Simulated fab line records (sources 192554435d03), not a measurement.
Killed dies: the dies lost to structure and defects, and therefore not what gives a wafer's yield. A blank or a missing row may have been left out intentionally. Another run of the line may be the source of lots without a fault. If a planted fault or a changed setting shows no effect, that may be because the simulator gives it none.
fab line records	flow n5-finfet
record: lots: 7	wafers: 21
route steps=1938 shown MOL_CONTACT_COAG@562 BEOL_M0@720 BEOL_M1@783 BEOL_M2@881 BEOL_M4@1024 BEOL_M5@1154
start-h: the number of hours between the record's first day and the start of the first shown wafer of the lot	wait-h: how many hours have passed since the lot's step before this one	" unchanged from the row above	L1.1+2: several wafers, shown together as one row	- no value present, or no start provided	* or withheld: withheld	< > ~ a bound
route shown NAME@n: NAME is a module with steps in the file, n the number in the route of the first one	usual: average and standard deviation across the fault-free wafers	same: alike in all rows	chamber/n: place in a boat	sites: per-site readings	_std_site: the values' standard deviation	_edge_site: mean of outer sites minus mean of inner sites	radius-mm: for every site, how far away it sits from the centre of the wafer	mask NAME#n: copy n	behind: the most recent tool/chamber to have shaped the wafer	hold: what put the lot on hold/how long, in hours/how the hold closed	device: the n, p or np transistor that did not switch	end of line: the same wafers' tests at the end of the route	where a step has no rows: the recipe by itself	killed: the dies lost at the first sort to structure and to defects; this is not the yield of the wafer	map: dies across one wafer; x = killed, . = not, _ = none there
set.NAME: the setting that was run; set.NAME@STEP: the one run at that earlier step	model.NAME: the simulator's own value behind a step, which no gauge read
lots run with intentionally changed settings; tables by step, rows by wafer
== steps ==
step: N5_MOL_CONTACT_COAG_ALD_123
recipe: material: SiNx	target-thk-a: 50	temp-c: 400	ald-precursor-family: SiH2I2	ald-co-reactant: N2/H2-plasma	pulse-time-s: 1	purge-time-s: 2	co-reactant-purge-time-s: 2	ald-cycles: 100	pressure-torr: 2
lot.wafer	tool	chamber	start-h	wait-h	set.ald-cycles	model.SiNx_of_MOL_CONTACT_COAG_ALD_123.thk-nm
L074.2+3	ald-sin-03	1,3	101.95	0.0	85	4.2
L074.6	"	2	"	"	100	5
L075.2+3+6	ald-sin-03	1,0,2	107.01	0.0	100	5
L084.1+5	ald-sin-03	1,0	159.91	0.0	88	4.4
L084.6	"	1	"	"	100	5
L085.2+4+6	ald-sin-03	2,1,2	167.76	0.0	100	5
L087.3+6	ald-sin-04	3	170.92	0.0	100	5
L087.4	"	2	"	"	86	4.4
L088.1+3	ald-sin-03	1,0	188.37	0.0	92	4.6
L088.4	"	3	"	"	100	5
L090.2+3+5	ald-sin-04	0,3,0	199.41	0.0	100	5
step: N5_MOL_CONTACT_COAG_PECVD_31
recipe: material: SiO2	target-thk-a: 460	temp-c: 400	precursor: TEOS/O2	pressure-torr: 6.5	rf-w: withheld	teos-flow-sccm: withheld	gas: O2	flow-sccm: 2650	time-s: 8.9
step: N5_MOL_CONTACT_COAG_COAT_75
recipe: resist: SOC	temp-c: 250	time-s: 60	spin-rpm: 1500	resist-thk-nm: 60
step: N5_MOL_CONTACT_COAG_STRIP_120
recipe: chemistry: CHF3	resist: SiARC	rf-frequency-hz: 6e+07
step: N5_MOL_CONTACT_COAG_VIA_ETCH_117
recipe: chemistry: C4F6/O2	target-depth-a: 400	overetch-a: 80	mask-material: SOC	target: SiO2	bias-w: 455	pressure-mtorr: 10	time-s: 26	source-w: 325	Ar_flow_sccm: 300	C4F6_flow_sccm: 10	O2_flow_sccm: 10	ion-energy-ev: 575.3	ends: end-point
step: N5_MOL_CONTACT_COAG_ETCH_124
recipe: chemistry: CH3F/O2	target: SiNx	target-depth-a: 65	mask-material: SOC	stop-on: SiOC	over-etch-frac: 0.3	ion-energy-ev: 120	pressure-mtorr: 30	source-w: 395	bias-w: 73	Ar_flow_sccm: 150	CH3F_flow_sccm: 30	O2_flow_sccm: 20	ends: end-point
lot.wafer	tool	chamber	start-h	wait-h	set.ald-cycles@MOL_CONTACT_COAG_ALD_123	model.etch.depth-nm
L074.2	rie-diel-03	2	105.15	0.0	85	4.24
L074.3	"	0	"	"	85	4.231
L074.6	"	1	"	"	100	5.054
L075.2	rie-diel-03	0	109.96	0.0	100	4.989
L075.3	"	1	"	"	100	4.988
L075.6	"	3	"	"	100	5.047
L084.1	rie-diel-04	1	162.94	0.0	88	4.362
L084.5	"	3	"	"	88	4.388
L084.6	"	0	"	"	100	4.987
L085.2	rie-diel-04	1	171.62	0.0	100	5.063
L085.4	"	3	"	"	100	4.971
L085.6	"	2	"	"	100	5.054
L087.3	rie-diel-06	0	174.93	0.0	100	5.002
L087.4	"	3	"	"	86	4.315
L087.6	"	0	"	"	100	5.007
L088.1	rie-diel-04	2	191.41	0.0	92	4.574
L088.3	"	3	"	"	92	4.546
L088.4	"	1	"	"	100	5.003
L090.2	rie-diel-04	3	202.58	0.0	100	5.016
L090.3	"	1	"	"	100	4.995
L090.5	"	0	"	"	100	5.01
step: N5_MOL_CONTACT_COAG_CVD_140
recipe: material: W	target-thk-a: 665	mode: selective-fill	temp-c: 300	time-s: 215
lot.wafer	tool	chamber	start-h	wait-h	set.target-thk-a	model.W_of_MOL_CONTACT_COAG_CVD_140.thk-nm
L074.2	cvd-w-01	0	105.61	0.1	665	65.6
L074.3	"	1	"	"	607.6	60.8
L074.6	"	1	"	"	607.6	61
L075.2	cvd-w-02	0	110.72	0.1	665	66
L075.3	"	1	"	"	665	67.4
L075.6	"	1	"	"	665	66.2
L084.1	cvd-w-02	0	163.39	0.1	736.1	73.6
L084.5	"	1	"	"	665	67.4
L084.6	"	0	"	"	665	66.4
L085.2	cvd-w-01	0	172.07	0.1	665	66
L085.4	"	1	"	"	617	60.8
L085.6	"	0	"	"	617	61
L087.3	cvd-w-01	1	175.51	0.1	708.6	70.8
L087.4	"	0	"	"	708.6	71.8
L087.6	"	1	"	"	708.6	70.4
L088.1	cvd-w-01	1	191.86	0.1	665	66.6
L088.3	"	1	"	"	696	69.2
L088.4	"	0	"	"	665	66.8
L090.2	cvd-w-01	0	203.26	0.1	665	64.6
L090.3	"	1	"	"	665	65.2
L090.5	"	1	"	"	665	65.6
step: N5_BEOL_M0_ETCH_128
recipe: chemistry: CF4/N2	target-depth-a: 120	overetch-a: 51	target: SiCN	time-s: 21.4	ion-energy-ev: 150	pressure-mtorr: 40	source-w: 430	bias-w: 70	Ar_flow_sccm: 100	cf4-flow-sccm: 60	n2-flow-sccm: 60
usual: rf-vpp-V: 382.7/1.9
lot.wafer	tool	chamber	start-h	wait-h	set.source-w	rf-vpp-V
L074.2	rie-diel-04	2	121.42	0.0	430	383.9
L074.3	"	1	"	"	430	381.2
L074.6	"	3	"	"	499.4	363.5
L075.2	rie-diel-03	3	125.93	0.0	430	380.9
L075.3	"	0	"	"	430	384.4
L075.6	"	0	"	"	430	384.5
L084.1	rie-diel-06	2	175.23	0.0	488.2	367.2
L084.5	"	0	"	"	488.2	367.7
L084.6	"	1	"	"	430	385.5
L085.2	rie-diel-03	0	185.64	0.0	430	384.2
L085.4	"	3	"	"	430	380.3
L085.6	"	1	"	"	430	381.7
L087.3	rie-diel-03	1	193.35	0.0	430	382.8
L087.4	"	3	"	"	430	380.9
L087.6	"	2	"	"	484.9	365.7
L088.1	rie-diel-04	1	214.82	0.1	501.8	360.5
L088.3	"	3	"	"	501.8	362.0
L088.4	"	0	"	"	430	381.5
L090.2	rie-diel-04	2	214.94	0.1	396.7	392.5
L090.3	"	0	"	"	430	381.5
L090.5	"	3	"	"	396.7	392.1
step: N5_BEOL_M0_ETCH_109
recipe: chemistry: CH3F/O2	target-depth-a: 80	overetch-a: 24	target: SiCN	time-s: 27.4	ion-energy-ev: 120	pressure-mtorr: 30	source-w: 395	bias-w: 75	Ar_flow_sccm: 150	CH3F_flow_sccm: 30	O2_flow_sccm: 20
usual: rf-vpp-V: 297.4/1.7
lot.wafer	tool	chamber	start-h	wait-h	set.bias-w	rf-vpp-V
L074.2	rie-diel-06	2	121.85	0.2	75	299.2
L074.3	"	3	"	"	82.54	317.9
L074.6	"	2	"	"	82.54	316.5
L075.2	rie-diel-04	1	126.25	0.1	75	296.7
L075.3	"	2	"	"	75	297.5
L075.6	"	3	"	"	75	296.9
L084.1	rie-diel-03	3	175.50	0.0	63.81	265.9
L084.5	"	1	"	"	75	297.9
L084.6	"	2	"	"	75	295.9
L085.2	rie-diel-03	2	186.12	0.3	75	296.4
L085.4	"	1	"	"	75	297.8
L085.6	"	3	"	"	75	296.2
L087.3	rie-diel-06	2	193.64	0.0	75	297.8
L087.4	"	1	"	"	75	300.6
L087.6	"	1	"	"	75	298.8
L088.1	rie-diel-04	0	215.08	0.0	75	295.8
L088.3	"	3	"	"	71.34	288.6
L088.4	"	2	"	"	75	296.3
L090.2	rie-diel-03	0	215.32	0.2	75	298.6
L090.3	"	1	"	"	75	296.2
L090.5	"	2	"	"	75	295.2
step: N5_BEOL_M1_EXPOSE_25
recipe: mask-id: V0	na: 0.33	source-shape: quasar	sigma-inner: 0.2	sigma-outer: 0.8	polarization: unpolarized	defocus-nm: 5	target-cd-nm: 24	dose-mj: 63
lot.wafer	tool	chamber	start-h	wait-h	mask	set.dose-mj
L074.2+3+6	euv-scanner-02	0	127.22	-	V0#0	63
L075.2+3+6	euv-scanner-01	0	132.33	-	V0#0	63
L084.1+5	euv-scanner-01	0	181.30	-	V0#0	61.81
L084.6	"	0	"	"	V0#0	63
L085.2+4	euv-scanner-02	0	193.62	-	V0#0	66.29
L085.6	"	0	"	"	V0#0	63
L087.3+6	euv-scanner-02	0	200.97	-	V0#0	59.36
L087.4	"	0	"	"	V0#0	63
L088.1+3+4	euv-scanner-01	0	220.95	-	V0#0	63
L090.2+3+5	euv-scanner-02	0	221.31	-	V0#0	63
step: N5_BEOL_M1_PEB_26
recipe: peb-temp-c: 100	peb-time-s: 60	resist: CAR-EUV
step: N5_BEOL_M1_DEVELOP_27
recipe: develop-time-s: 30	developer: TMAH	resist: CAR-EUV	rinse-liquid: surfactant-rinse	dry: air-spin	dev-temp-c: 23
step: N5_BEOL_M1_CD_MEAS_28
recipe: landing-energy-ev: 500	detector: se-inlens	target-cd-y-nm: 23.3
usual: cd-nm: 24.00/0.23
lot.wafer	tool	chamber	start-h	wait-h	set.dose-mj@BEOL_M1_EXPOSE_25	cd-nm
L074.2	cd-sem-02	0	127.36	-	63	23.46
L074.3	"	0	"	"	63	24.27
L074.6	"	0	"	"	63	23.79
L075.2	cd-sem-03	0	132.47	-	63	24.07
L075.3	"	0	"	"	63	23.99
L075.6	"	0	"	"	63	23.78
L084.1	cd-sem-02	0	181.45	-	61.81	23.46
L084.5	"	0	"	"	61.81	23.41
L084.6	"	0	"	"	63	24.03
L085.2	cd-sem-02	0	193.76	-	66.29	24.95
L085.4	"	0	"	"	66.29	24.81
L085.6	"	0	"	"	63	24.07
L087.3	cd-sem-02	0	201.10	-	59.36	22.73
L087.4	"	0	"	"	63	23.91
L087.6	"	0	"	"	59.36	22.70
L088.1	cd-sem-02	0	221.10	-	63	23.99
L088.3	"	0	"	"	63	23.82
L088.4	"	0	"	"	63	23.83
L090.2	cd-sem-02	0	221.45	-	63	23.89
L090.3	"	0	"	"	63	23.67
L090.5	"	0	"	"	63	23.88
step: N5_BEOL_M1_STRIP_71
recipe: chemistry: N2/H2	temp-c: 40	n2-flow-sccm: 200	h2-flow-sccm: 200	rf-frequency-hz: 6e+07
step: N5_BEOL_M1_STRIP_78
recipe: chemistry: N2/H2	temp-c: 40	n2-flow-sccm: 200	h2-flow-sccm: 200	rf-frequency-hz: 6e+07
step: N5_BEOL_M1_VIA_ETCH_34
recipe: chemistry: C4F6/O2	target-depth-a: 678	mask-material: SOC	pressure-mtorr: 15	ion-energy-ev: 250	taper-deg: 4	time-s: 64.4	source-w: 350	bias-w: 170	Ar_flow_sccm: 300	C4F6_flow_sccm: 10	O2_flow_sccm: 10
lot.wafer	tool	chamber	start-h	wait-h	set.dose-mj@BEOL_M1_EXPOSE_25	model.BEOL_M1.cd-nm
L074.2	rie-diel-02	3	130.40	0.0	63	18.2
L074.3	"	0	"	"	63	18
L074.6	"	3	"	"	63	18.6
L075.2+3	rie-diel-02	0,1	134.15	0.0	63	17.8
L075.6	"	3	"	"	63	18
L084.1	rie-diel-01	3	198.17	0.0	61.81	18
L084.5	"	2	"	"	61.81	17.8
L084.6	"	3	"	"	63	18.2
L085.2+4	rie-diel-02	3	206.35	0.0	66.29	19
L085.6	"	0	"	"	63	17.8
L087.3+6	rie-diel-01	1,0	223.14	0.0	59.36	16.8
L087.4	"	3	"	"	63	18
L088.1+4	rie-diel-02	2,3	223.90	0.0	63	18
L088.3	"	1	"	"	63	17.8
L090.2	rie-diel-01	3	224.00	0.0	63	18.2
L090.3+5	"	1,0	"	"	63	18
step: N5_BEOL_M2_ETCH_69
recipe: chemistry: CF4	target: SiARC	target-depth-a: 156	mask-material: CAR-EUV	time-s: 26	ion-energy-ev: 80	pressure-mtorr: 40	source-w: 545	bias-w: 36	Ar_flow_sccm: 100	cf4-flow-sccm: 100	ends: cleared
usual: rf-vpp-V: 184.5/1.3
lot.wafer	tool	chamber	start-h	wait-h	set.bias-w	rf-vpp-V
L074.2	rie-diel-03	1	136.52	0.0	36	185.1
L074.3	"	2	"	"	32.63	172.5
L074.6	"	1	"	"	32.63	173.2
L075.2	rie-diel-04	2	141.02	0.0	36	182.8
L075.3	"	1	"	"	36	183.8
L075.6	"	0	"	"	36	183.5
L084.1	rie-diel-03	3	205.90	0.0	36	183.5
L084.5	"	1	"	"	36	184.1
L084.6	"	2	"	"	36	184.1
L085.2	rie-diel-03	1	220.71	0.0	41.27	201.4
L085.4	"	3	"	"	36	183.5
L085.6	"	0	"	"	36	185.3
L087.3	rie-diel-06	3	229.77	0.0	36	185.5
L087.4	"	3	"	"	36	186.0
L087.6	"	0	"	"	36	186.1
L088.1	rie-diel-03	1	232.81	0.0	36	184.6
L088.3	"	0	"	"	36	185.7
L088.4	"	2	"	"	36	183.2
L090.2	rie-diel-03	3	233.00	0.0	36	183.5
L090.3	"	0	"	"	36	184.7
L090.5	"	0	"	"	32.11	171.9
step: N5_BEOL_M4_HM_DEP_02
recipe: material: TiN	target-thk-a: 200	temp-c: 25	chamber-pressure-pa: 0.49996
lot.wafer	tool	chamber	start-h	wait-h	set.target-thk-a	model.TiN_of_BEOL_M4_HM_DEP_02.thk-nm
L074.2	pvd-sputter-03	-	174.98	1.8	173.4	17.8
L074.3	"	-	"	"	200	20.2
L074.6	"	-	"	"	173.4	17.6
L075.2	pvd-sputter-03	-	189.74	2.9	200	20
L075.3	"	-	"	"	200	20.2
L075.6	"	-	"	"	200	19.8
L084.1+5+6	pvd-sputter-03	-	235.29	0.3	200	20.2
L087.3	pvd-sputter-02	-	255.22	2.5	212.1	21.6
L087.4	"	-	"	"	212.1	21.2
L087.6	"	-	"	"	200	20.2
L085.2+6	pvd-sputter-01	-	259.78	1.9	200	20.6
L085.4	"	-	"	"	200	20.2
L088.1	pvd-sputter-01	-	267.91	0.2	220.9	22
L088.3	"	-	"	"	220.9	21.8
L088.4	"	-	"	"	220.9	21.6
L090.2	pvd-sputter-02	-	281.13	0.9	200	20.4
L090.3	"	-	"	"	200	20.6
L090.5	"	-	"	"	215.1	22.2
step: N5_BEOL_M4_COAT_62
recipe: resist: SiARC	temp-c: 220	time-s: 60	spin-rpm: 1500	resist-thk-nm: 12
lot.wafer	tool	chamber	start-h	wait-h	set.spin-rpm	model.SiARC_of_BEOL_M4_COAT_62.thk-nm
L074.2+6	litho-track-01	0	-	-	1500	12
L074.3	"	0	"	"	1638	11.4
L075.2+3+6	litho-track-05	0	-	-	1500	12
L084.1+5	litho-track-05	0	-	-	1500	12
L084.6	"	0	"	"	1363	12.6
L087.3	litho-track-03	0	-	-	1549	11.8
L087.4+6	"	0	"	"	1500	12
L085.2+4	litho-track-05	0	-	-	1500	12
L085.6	"	0	"	"	1575	11.8
L088.1+3	litho-track-05	0	-	-	1402	12.4
L088.4	"	0	"	"	1500	12
L090.2	litho-track-03	0	-	-	1632	11.6
L090.3+5	"	0	"	"	1500	12
step: N5_BEOL_M4_COAT_73
recipe: resist: underlayer	temp-c: 205	time-s: 60	spin-rpm: 1500	resist-thk-nm: 5
step: N5_BEOL_M4_COAT_05
recipe: resist: CAR-EUV	spin-rpm: 1500	resist-thk-nm: 30
step: N5_BEOL_M4_DESCUM_16
recipe: chemistry: O2	time-s: 7	source-power-w: 50	bias-power-w: 20	pressure-mtorr: 20	rf-frequency-hz: 2.712e+07	temp-c: 40	resist: CAR-EUV	o2-flow-sccm: 225
step: N5_BEOL_M4_ETCH_74
recipe: chemistry: N2/H2	target: underlayer	target-depth-a: 65	mask-material: CAR-EUV	time-s: 5.2	ion-energy-ev: 200	pressure-mtorr: 30	source-w: 840	bias-w: 150	n2-flow-sccm: 200	h2-flow-sccm: 200	ends: cleared
step: N5_BEOL_M4_ETCH_63
recipe: chemistry: CF4	target: SiARC	target-depth-a: 156	mask-material: CAR-EUV	time-s: 26	ion-energy-ev: 80	pressure-mtorr: 40	source-w: 545	bias-w: 36	Ar_flow_sccm: 100	cf4-flow-sccm: 100	ends: cleared
lot.wafer	tool	chamber	start-h	wait-h	set.spin-rpm@BEOL_M4_COAT_62	model.etch.depth-nm
L074.2	rie-diel-06	1	175.56	0.0	1500	12.01
L074.3	"	2	"	"	1638	11.47
L074.6	"	1	"	"	1500	12.03
L075.2	rie-diel-03	3	190.45	0.0	1500	11.97
L075.3	"	1	"	"	1500	11.99
L075.6	"	1	"	"	1500	11.98
L084.1	rie-diel-06	0	236.01	0.0	1500	12.01
L084.5	"	1	"	"	1500	12.04
L084.6	"	0	"	"	1363	12.65
L087.3	rie-diel-04	3	255.92	0.0	1549	11.77
L087.4	"	2	"	"	1500	11.98
L087.6	"	0	"	"	1500	12
L085.2	rie-diel-03	1	260.69	0.0	1500	12.03
L085.4	"	3	"	"	1500	12.01
L085.6	"	2	"	"	1575	11.71
L088.1	rie-diel-06	1	268.69	0.0	1402	12.47
L088.3	"	0	"	"	1402	12.46
L088.4	"	2	"	"	1500	12.07
L090.2	rie-diel-03	0	281.70	0.0	1632	11.51
L090.3	"	1	"	"	1500	11.97
L090.5	"	2	"	"	1500	11.98
step: N5_BEOL_M4_ETCH_64
recipe: chemistry: N2/H2	target: SOC	target-depth-a: 750	overetch-a: 225	mask-material: SiARC	temp-c: 40	time-s: 121.9	ion-energy-ev: 200	pressure-mtorr: 30	source-w: 840	bias-w: 150	n2-flow-sccm: 200	h2-flow-sccm: 200
lot.wafer	tool	chamber	start-h	wait-h	set.spin-rpm@BEOL_M4_COAT_62	model.SiARC_of_BEOL_M4_COAT_62.thk-nm
L074.2+6	rie-diel-06	1	175.58	0.0	1500	6.2
L074.3	"	2	"	"	1638	5.6
L075.2	rie-diel-03	3	190.48	0.0	1500	6.4
L075.3+6	"	1	"	"	1500	6.2
L084.1	rie-diel-06	0	236.04	0.0	1500	6.4
L084.5	"	1	"	"	1500	6
L084.6	"	0	"	"	1363	7
L087.3	rie-diel-04	3	255.94	0.0	1549	6.2
L087.4+6	"	2,0	"	"	1500	6.4
L085.2+4	rie-diel-03	1,3	260.72	0.0	1500	6.2
L085.6	"	2	"	"	1575	6
L088.1	rie-diel-06	1	268.72	0.0	1402	6.6
L088.3	"	0	"	"	1402	6.8
L088.4	"	2	"	"	1500	6.2
L090.2	rie-diel-03	0	281.73	0.0	1632	6
L090.3	"	1	"	"	1500	6.2
L090.5	"	2	"	"	1500	6.4
step: N5_BEOL_M4_STRIP_65
recipe: chemistry: N2/H2	temp-c: 40	n2-flow-sccm: 200	h2-flow-sccm: 200	rf-frequency-hz: 6e+07
step: N5_BEOL_M4_STRIP_75
recipe: chemistry: N2/H2	temp-c: 40	n2-flow-sccm: 200	h2-flow-sccm: 200	rf-frequency-hz: 6e+07
step: N5_BEOL_M4_STRIP_66
recipe: chemistry: CF4	resist: SiARC	power-w: 300	bias-power-w: 75	pressure-mtorr: 50	cf4-flow-sccm: 150	rf-frequency-hz: 6e+07
step: N5_BEOL_M4_HM_OPEN_17
recipe: chemistry: Cl2/BCl3	target-depth-a: 200	overetch-a: 60	target: TiN	mask-material: SOC	ion-energy-ev: 150	pressure-mtorr: 10	icp-w: 1000	bias-w: 126	Cl2_flow_sccm: 53.25	bcl3-flow-sccm: 21.75	Ar_flow_sccm: 25
lot.wafer	tool	chamber	start-h	wait-h	set.target-thk-a@BEOL_M4_HM_DEP_02	model.etch.depth-nm
L074.2	rie-metal-02	0	175.76	0.0	173.4	17.85
L074.3	"	0	"	"	200	20.26
L074.6	"	1	"	"	173.4	17.68
L075.2	rie-metal-01	0	190.65	0.0	200	20.03
L075.3	"	0	"	"	200	20.12
L075.6	"	0	"	"	200	19.87
L084.1	rie-metal-02	1	236.21	0.0	200	20.28
L084.5	"	1	"	"	200	20.14
L084.6	"	0	"	"	200	20.25
L087.3	rie-metal-03	0	256.15	0.1	212.1	21.52
L087.4	"	1	"	"	212.1	21.18
L087.6	"	0	"	"	200	20.15
L085.2	rie-metal-01	1	260.89	0.0	200	20.55
L085.4	"	1	"	"	200	20.12
L085.6	"	0	"	"	200	20.59
L088.1	rie-metal-01	1	268.93	0.1	220.9	21.93
L088.3	"	0	"	"	220.9	21.89
L088.4	"	1	"	"	220.9	21.54
L090.2	rie-metal-01	0	281.94	0.1	200	20.42
L090.3	"	0	"	"	200	20.51
L090.5	"	0	"	"	215.1	22.12
step: N5_BEOL_M5_ETCH_68
recipe: chemistry: N2/H2	target: SOC	target-depth-a: 800	overetch-a: 160	mask-material: SiARC	temp-c: 40	time-s: 120	ion-energy-ev: 200	pressure-mtorr: 30	source-w: 840	bias-w: 150	n2-flow-sccm: 200	h2-flow-sccm: 200
lot.wafer	tool	chamber	start-h	wait-h	set.time-s	model.SiARC_of_BEOL_M5_COAT_66.thk-nm
L074.2+6	rie-diel-01	3	212.76	0.0	120	6.4
L074.3	"	0	"	"	120	6.2
L075.2	rie-diel-02	3	215.01	0.0	120	6.4
L075.3+6	"	2	"	"	120	6.6
L084.1	rie-diel-02	2	270.02	0.0	113.2	6.8
L084.5	"	2	"	"	120	6.6
L084.6	"	1	"	"	113.2	6.6
L087.3	rie-diel-02	2	275.57	0.0	120	6.6
L087.4	"	3	"	"	146.7	5.2
L087.6	"	0	"	"	146.7	5.4
L085.2	rie-diel-05	0	278.90	0.0	111.4	7
L085.4	"	3	"	"	111.4	6.6
L085.6	"	1	"	"	120	6.2
L088.1	rie-diel-02	3	311.36	0.0	140.2	5.4
L088.3+4	"	0,2	"	"	120	6.6
L090.2+3+5	rie-diel-05	2,3,2	311.99	0.0	120	6.2
step: N5_BEOL_M5_TRENCH_ETCH_37
recipe: chemistry: C4F6/O2	target-depth-a: 716.52	target: SiCOH_lowk	time-s: 24.7	ion-energy-ev: 250	pressure-mtorr: 30	source-w: 345	bias-w: 185	Ar_flow_sccm: 300	C4F6_flow_sccm: 10	O2_flow_sccm: 10
usual: rf-vpp-V: 670/11
lot.wafer	tool	chamber	start-h	wait-h	set.bias-w	rf-vpp-V
L074.2	rie-diel-01	3	-	-	185	674
L074.3	"	0	"	"	185	685
L074.6	"	3	"	"	185	674
L075.2	rie-diel-02	3	-	-	185	652
L075.3	"	2	"	"	185	669
L075.6	"	2	"	"	185	669
L084.1	rie-diel-02	2	-	-	185	670
L084.5	"	2	"	"	185	668
L084.6	"	1	"	"	185	674
L087.3	rie-diel-02	2	-	-	185	668
L087.4	"	3	"	"	185	653
L087.6	"	0	"	"	202.5	721
L085.2	rie-diel-05	0	-	-	157.1	587
L085.4	"	3	"	"	185	674
L085.6	"	1	"	"	185	686
L088.1	rie-diel-02	3	-	-	185	651
L088.3	"	0	"	"	185	671
L088.4	"	2	"	"	185	669
L090.2	rie-diel-05	2	-	-	185	666
L090.3	"	3	"	"	185	675
L090.5	"	2	"	"	185	665
== key ==
split: step: N5_MOL_CONTACT_COAG_ALD_123	setting: ald-cycles	stated: 100	by: wafer
response: step: N5_MOL_CONTACT_COAG_ALD_123	reading: model.SiNx_of_MOL_CONTACT_COAG_ALD_123.thk-nm	change: +0.049	per: 1%	r: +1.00
response: step: N5_MOL_CONTACT_COAG_ETCH_124	reading: model.etch.depth-nm	change: +0.0522	per: 1%	r: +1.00
split: step: N5_MOL_CONTACT_COAG_CVD_140	setting: target-thk-a	stated: 665	by: wafer
response: step: N5_MOL_CONTACT_COAG_CVD_140	reading: model.W_of_MOL_CONTACT_COAG_CVD_140.thk-nm	change: +0.612	per: 1%	r: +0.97
split: step: N5_BEOL_M0_ETCH_128	setting: source-w	stated: 430	by: wafer
response: step: N5_BEOL_M0_ETCH_128	reading: rf-vpp-V	change: -1.25	per: 1%	r: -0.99
split: step: N5_BEOL_M0_ETCH_109	setting: bias-w	stated: 75	by: wafer
response: step: N5_BEOL_M0_ETCH_109	reading: rf-vpp-V	change: +1.96	per: 1%	r: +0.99
split: step: N5_BEOL_M1_EXPOSE_25	setting: dose-mj	stated: 63	by: wafer
response: step: N5_BEOL_M1_CD_MEAS_28	reading: cd-nm	change: +0.191	per: 1%	r: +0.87
response: step: N5_BEOL_M1_VIA_ETCH_34	reading: model.BEOL_M1.cd-nm	change: +0.214	per: 1%	r: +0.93
split: step: N5_BEOL_M2_ETCH_69	setting: bias-w	stated: 36	by: wafer
response: step: N5_BEOL_M2_ETCH_69	reading: rf-vpp-V	change: +1.18	per: 1%	r: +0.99
split: step: N5_BEOL_M4_HM_DEP_02	setting: target-thk-a	stated: 200	by: wafer
response: step: N5_BEOL_M4_HM_DEP_02	reading: model.TiN_of_BEOL_M4_HM_DEP_02.thk-nm	change: +0.197	per: 1%	r: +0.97
response: step: N5_BEOL_M4_HM_OPEN_17	reading: model.etch.depth-nm	change: +0.195	per: 1%	r: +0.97
split: step: N5_BEOL_M4_COAT_62	setting: spin-rpm	stated: 1500	by: wafer
response: step: N5_BEOL_M4_COAT_62	reading: model.SiARC_of_BEOL_M4_COAT_62.thk-nm	change: -0.058	per: 1%	r: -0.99
response: step: N5_BEOL_M4_ETCH_63	reading: model.etch.depth-nm	change: -0.0606	per: 1%	r: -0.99
response: step: N5_BEOL_M4_ETCH_64	reading: model.SiARC_of_BEOL_M4_COAT_62.thk-nm	change: -0.063	per: 1%	r: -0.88
split: step: N5_BEOL_M5_ETCH_68	setting: time-s	stated: 120	by: wafer
response: step: N5_BEOL_M5_ETCH_68	reading: model.SiARC_of_BEOL_M5_COAT_66.thk-nm	change: -0.0626	per: 1%	r: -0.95
split: step: N5_BEOL_M5_TRENCH_ETCH_37	setting: bias-w	stated: 185	by: wafer
response: step: N5_BEOL_M5_TRENCH_ETCH_37	reading: rf-vpp-V	change: +6.25	per: 1%	r: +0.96
